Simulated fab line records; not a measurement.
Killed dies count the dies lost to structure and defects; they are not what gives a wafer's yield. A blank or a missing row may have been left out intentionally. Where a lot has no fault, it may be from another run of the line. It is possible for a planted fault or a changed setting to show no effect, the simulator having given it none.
Commonality check across tools :: flow nandHarc :: Sampled: 12 lots, 36 wafers

== WHY THIS WAS OPENED ==
Flagged at NHARC_P_BONDPAD_OVL_MEAS_38: reading overlayXNm, on 2 of 12 lots. Wafers without a fault read -1 nm, standard deviation 6.1.
Rule: a lot is flagged when every wafer of it that has a number lies more than 4 standard deviations from that mean, or none has a number. As for the other lots, they are considered sound.

lot: L235
measured: day 6 17:46
on: overlay-01
overlayXNm (nm), wafer by wafer: 12 12 12
flag: 

lot: L236
measured: day 7 06:01
on: overlay-01
overlayXNm (nm), wafer by wafer: 7 7 7
flag: 

lot: L237
measured: day 7 18:34
on: overlay-02
overlayXNm (nm), wafer by wafer: -3 -3 -3
flag: 

lot: L238
measured: day 8 04:31
on: overlay-01
overlayXNm (nm), wafer by wafer: 5 5 6
flag: 

lot: L239
measured: day 8 15:27
on: overlay-01
overlayXNm (nm), wafer by wafer: 6 6 6
flag: 

lot: L246
measured: day 11 12:22
on: overlay-02
overlayXNm (nm), wafer by wafer: 73 74 74
flag: FLAGGED

lot: L248
measured: day 12 18:02
on: overlay-01
overlayXNm (nm), wafer by wafer: 72 73 74
flag: FLAGGED

lot: L252
measured: day 13 21:31
on: overlay-02
overlayXNm (nm), wafer by wafer: -8 -8 -8
flag: 

lot: L253
measured: day 14 10:43
on: overlay-02
overlayXNm (nm), wafer by wafer: 6 6 6
flag: 

lot: L254
measured: day 14 23:36
on: overlay-01
overlayXNm (nm), wafer by wafer: -4 -4 -4
flag: 

lot: L255
measured: day 15 06:40
on: overlay-01
overlayXNm (nm), wafer by wafer: -2 -1 -2
flag: 

lot: L257
measured: day 16 11:52
on: overlay-01
overlayXNm (nm), wafer by wafer: -3 -3 -3
flag: 
Average over the flagged lots: 73 nm; offset from the usual +74 nm, equal to +12 standard deviations.

== WHICH TOOL RAN EACH LOT ==
Before the reading, the record contains 2 process steps out of a 1302-step route. Cell contents, in order: the tool; ch with the chambers the sampled wafers went through; the start.
lot: L235
flag: 
NHARC_P_M2_PVD_20: pvdSputter-02, day 6 17:32 or earlier
NHARC_P_BONDPAD_EXPOSE_06: krfScanner-02 ch 0, day 6 17:32

lot: L236
flag: 
NHARC_P_M2_PVD_20: pvdSputter-03, day 7 05:47 or earlier
NHARC_P_BONDPAD_EXPOSE_06: krfScanner-03 ch 0, day 7 05:47

lot: L237
flag: 
NHARC_P_M2_PVD_20: pvdSputter-03, day 7 18:20 or earlier
NHARC_P_BONDPAD_EXPOSE_06: krfScanner-02 ch 0, day 7 18:20

lot: L238
flag: 
NHARC_P_M2_PVD_20: pvdSputter-02, day 8 04:17 or earlier
NHARC_P_BONDPAD_EXPOSE_06: krfScanner-01 ch 0, day 8 04:17

lot: L239
flag: 
NHARC_P_M2_PVD_20: pvdSputter-02, day 8 15:13 or earlier
NHARC_P_BONDPAD_EXPOSE_06: krfScanner-02 ch 0, day 8 15:13

lot: L246
flag: FLAGGED
NHARC_P_M2_PVD_20: pvdSputter-01, day 11 12:07 or earlier
NHARC_P_BONDPAD_EXPOSE_06: krfScanner-02 ch 0, day 11 12:07

lot: L248
flag: FLAGGED
NHARC_P_M2_PVD_20: pvdSputter-02, day 12 17:47 or earlier
NHARC_P_BONDPAD_EXPOSE_06: krfScanner-02 ch 0, day 12 17:47

lot: L252
flag: 
NHARC_P_M2_PVD_20: pvdSputter-03, day 13 21:17 or earlier
NHARC_P_BONDPAD_EXPOSE_06: krfScanner-01 ch 0, day 13 21:17

lot: L253
flag: 
NHARC_P_M2_PVD_20: pvdSputter-01, day 14 10:29 or earlier
NHARC_P_BONDPAD_EXPOSE_06: krfScanner-01 ch 0, day 14 10:29

lot: L254
flag: 
NHARC_P_M2_PVD_20: pvdSputter-01, day 14 23:22 or earlier
NHARC_P_BONDPAD_EXPOSE_06: krfScanner-03 ch 0, day 14 23:22

lot: L255
flag: 
NHARC_P_M2_PVD_20: pvdSputter-02, day 15 06:26 or earlier
NHARC_P_BONDPAD_EXPOSE_06: krfScanner-03 ch 0, day 15 06:26

lot: L257
flag: 
NHARC_P_M2_PVD_20: pvdSputter-01, day 16 11:38 or earlier
NHARC_P_BONDPAD_EXPOSE_06: krfScanner-01 ch 0, day 16 11:38
These steps, and what they do:
- NHARC_P_M2_PVD_20: deposits TaN, target thk 5 nm, time 8.06 s.
- NHARC_P_BONDPAD_EXPOSE_06: exposes mask P BPAD.
- NHARC_P_BONDPAD_OVL_MEAS_38

== FLAGGED OVER TOTAL, TOOL BY TOOL (the gauges that took the reading come last) ==
step: NHARC_P_M2_PVD_20
tool: pvdSputter-01
lots run: 4
flagged: 1
share of the flagged lots: some
sound lots run after its first flagged lot: 3 (L253,L254,L257)

step: NHARC_P_M2_PVD_20
tool: pvdSputter-02
lots run: 5
flagged: 1
share of the flagged lots: some
sound lots run after its first flagged lot: 1 (L255)

step: NHARC_P_M2_PVD_20
tool: pvdSputter-03
lots run: 3
flagged: 0
share of the flagged lots: none
sound lots run after its first flagged lot: -

step: NHARC_P_BONDPAD_EXPOSE_06
tool: krfScanner-01
lots run: 4
flagged: 0
share of the flagged lots: none
sound lots run after its first flagged lot: -

step: NHARC_P_BONDPAD_EXPOSE_06
tool: krfScanner-02
lots run: 5
flagged: 2
share of the flagged lots: all
sound lots run after its first flagged lot: 0

step: NHARC_P_BONDPAD_EXPOSE_06
tool: krfScanner-03
lots run: 3
flagged: 0
share of the flagged lots: none
sound lots run after its first flagged lot: -

step: NHARC_P_BONDPAD_OVL_MEAS_38
tool: overlay-01
lots run: 8
flagged: 1
share of the flagged lots: some
sound lots run after its first flagged lot: 3 (L254,L255,L257)

step: NHARC_P_BONDPAD_OVL_MEAS_38
tool: overlay-02
lots run: 4
flagged: 1
share of the flagged lots: some
sound lots run after its first flagged lot: 2 (L252,L253)
Because NHARC_P_M2_PVD_20 lacks a start for some lots, the hours and order of its lots are taken from NHARC_P_BONDPAD_EXPOSE_06.

== WHAT THE TABLE PERMITS ==
In the table, 1 row covers all flagged lots: krfScanner-02 at NHARC_P_BONDPAD_EXPOSE_06.
- krfScanner-02 at NHARC_P_BONDPAD_EXPOSE_06: 2 of its 5 lots flagged. A fault beginning between L239 (day 8 15:13), its last sound lot, and L246 (day 11 12:07), its first flagged one, fits the data.
What remains is a single tool, krfScanner-02 at NHARC_P_BONDPAD_EXPOSE_06.

== WHAT THE SIMULATOR HAD PUT IN ==
Scanner matching overlay: krfScanner-02, from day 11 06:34 on, at NHARC_P_BONDPAD_EXPOSE_06. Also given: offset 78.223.
Shown lots that were struck: L246, L248. The rule above found the same.
